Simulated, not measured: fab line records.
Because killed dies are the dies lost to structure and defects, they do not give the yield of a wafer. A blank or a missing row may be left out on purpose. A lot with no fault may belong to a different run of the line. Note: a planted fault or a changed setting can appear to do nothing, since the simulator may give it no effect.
Check of tool commonality :: flow n5-finfet :: 12 lots, 36 wafers sampled

REASON FOR OPENING
Of 12 lots, 2 have the reading HMC_CMP_THK flagged at N5_PMOS_HMC_CHANNEL_EPI_THK_MEAS_22. Wafers without a fault read 53.8 nm, standard deviation 0.95.
Rule: a lot is flagged when every wafer of it that has a number lies more than 4 standard deviations from that mean, or none has a number. The rest of the lots are taken to be sound.

lot: L109
measured: day 1 20:26
on: film-metro-02
HMC_CMP_THK (nm), wafer by wafer: 53.0 52.3 53.3
flag: 

lot: L111
measured: day 2 07:50
on: film-metro-01
HMC_CMP_THK (nm), wafer by wafer: 52.4 53.3 54.5
flag: 

lot: L112
measured: day 2 13:41
on: film-metro-02
HMC_CMP_THK (nm), wafer by wafer: 52.3 53.2 54.3
flag: 

lot: L114
measured: day 3 02:01
on: film-metro-01
HMC_CMP_THK (nm), wafer by wafer: 54.2 55.0 54.8
flag: 

lot: L117
measured: day 3 22:02
on: film-metro-01
HMC_CMP_THK (nm), wafer by wafer: 53.3 52.2 53.5
flag: 

lot: L118
measured: day 4 02:56
on: film-metro-02
HMC_CMP_THK (nm), wafer by wafer: 53.3 53.3 53.1
flag: 

lot: L119
measured: day 4 08:01
on: film-metro-02
HMC_CMP_THK (nm), wafer by wafer: 52.9 54.1 52.9
flag: 

lot: L120
measured: day 4 16:32
on: film-metro-01
HMC_CMP_THK (nm), wafer by wafer: 54.0 54.1 54.1
flag: 

lot: L124
measured: day 5 14:41
on: film-metro-01
HMC_CMP_THK (nm), wafer by wafer: 53.5 53.5 55.3
flag: 

lot: L126
measured: day 6 01:34
on: film-metro-02
HMC_CMP_THK (nm), wafer by wafer: 42.8 42.5 43.0
flag: FLAGGED

lot: L127
measured: day 6 07:41
on: film-metro-02
HMC_CMP_THK (nm), wafer by wafer: 44.6 42.8 43.0
flag: FLAGGED

lot: L132
measured: day 7 16:23
on: film-metro-01
HMC_CMP_THK (nm), wafer by wafer: 53.3 54.1 53.4
flag: 
Average over the flagged lots: 43.1 nm; offset from the usual -10.7 nm, equal to -11 standard deviations.

EACH LOT AND THE TOOL IT RAN ON
The record keeps 1 process step preceding the reading, out of 1938 steps on the route. Cell contents, in order: the tool; ch with the chambers the sampled wafers went through; the start.
lot: L109
flag: 
N5_PMOS_HMC_CHANNEL_EPI_EPI_20: epi-rpcvd-01 ch 0, day 1 18:47

lot: L111
flag: 
N5_PMOS_HMC_CHANNEL_EPI_EPI_20: epi-rpcvd-04 ch 0, day 2 05:48

lot: L112
flag: 
N5_PMOS_HMC_CHANNEL_EPI_EPI_20: epi-rpcvd-01 ch 0, day 2 12:15

lot: L114
flag: 
N5_PMOS_HMC_CHANNEL_EPI_EPI_20: epi-rpcvd-01 ch 0, day 3 00:23

lot: L117
flag: 
N5_PMOS_HMC_CHANNEL_EPI_EPI_20: epi-rpcvd-04 ch 0, day 3 19:59

lot: L118
flag: 
N5_PMOS_HMC_CHANNEL_EPI_EPI_20: epi-rpcvd-01 ch 0, day 4 01:11

lot: L119
flag: 
N5_PMOS_HMC_CHANNEL_EPI_EPI_20: epi-rpcvd-04 ch 0, day 4 05:59

lot: L120
flag: 
N5_PMOS_HMC_CHANNEL_EPI_EPI_20: epi-rpcvd-03 ch 0, day 4 13:16

lot: L124
flag: 
N5_PMOS_HMC_CHANNEL_EPI_EPI_20: epi-rpcvd-04 ch 0, day 5 13:04

lot: L126
flag: FLAGGED
N5_PMOS_HMC_CHANNEL_EPI_EPI_20: epi-rpcvd-04 ch 0, day 5 23:56

lot: L127
flag: FLAGGED
N5_PMOS_HMC_CHANNEL_EPI_EPI_20: epi-rpcvd-04 ch 0, day 6 06:16

lot: L132
flag: 
N5_PMOS_HMC_CHANNEL_EPI_EPI_20: epi-rpcvd-03 ch 0, day 7 12:09
These steps, and what they do:
- N5_PMOS_HMC_CHANNEL_EPI_EPI_20: deposits SiGe30, target thk 59 nm.
- N5_PMOS_HMC_CHANNEL_EPI_THK_MEAS_22

FLAGGED OVER TOTAL, TOOL BY TOOL (the gauges that took the reading come last)
step: N5_PMOS_HMC_CHANNEL_EPI_EPI_20
tool: epi-rpcvd-01
lots run: 4
flagged: 0
share of the flagged lots: none
sound lots run after its first flagged lot: -

step: N5_PMOS_HMC_CHANNEL_EPI_EPI_20
tool: epi-rpcvd-03
lots run: 2
flagged: 0
share of the flagged lots: none
sound lots run after its first flagged lot: -

step: N5_PMOS_HMC_CHANNEL_EPI_EPI_20
tool: epi-rpcvd-04
lots run: 6
flagged: 2
share of the flagged lots: all
sound lots run after its first flagged lot: 0

step: N5_PMOS_HMC_CHANNEL_EPI_THK_MEAS_22
tool: film-metro-01
lots run: 6
flagged: 0
share of the flagged lots: none
sound lots run after its first flagged lot: -

step: N5_PMOS_HMC_CHANNEL_EPI_THK_MEAS_22
tool: film-metro-02
lots run: 6
flagged: 2
share of the flagged lots: all
sound lots run after its first flagged lot: 0

WHAT IS ALLOWED BY THE TABLE
Rows of the table that ran all the flagged lots, 2 in number: epi-rpcvd-04 at N5_PMOS_HMC_CHANNEL_EPI_EPI_20; film-metro-02 at N5_PMOS_HMC_CHANNEL_EPI_THK_MEAS_22.
- epi-rpcvd-04 at N5_PMOS_HMC_CHANNEL_EPI_EPI_20 ran 6 lots, 2 of them flagged. Its last sound lot is L124 (day 5 13:04), its first flagged lot L126 (day 5 23:56): a fault that began between those two fits.
- film-metro-02 at N5_PMOS_HMC_CHANNEL_EPI_THK_MEAS_22 ran 6 lots, 2 of them flagged. Its last sound lot is L119 (day 4 08:01), its first flagged lot L126 (day 6 01:34): a fault that began between those two fits.
Counting lots can't tell these 2 tools apart, because each fits a fault that began at some hour. More lots, or a look at what each step does to the wafer, might.

WHAT THE SIMULATOR HAD INSERTED
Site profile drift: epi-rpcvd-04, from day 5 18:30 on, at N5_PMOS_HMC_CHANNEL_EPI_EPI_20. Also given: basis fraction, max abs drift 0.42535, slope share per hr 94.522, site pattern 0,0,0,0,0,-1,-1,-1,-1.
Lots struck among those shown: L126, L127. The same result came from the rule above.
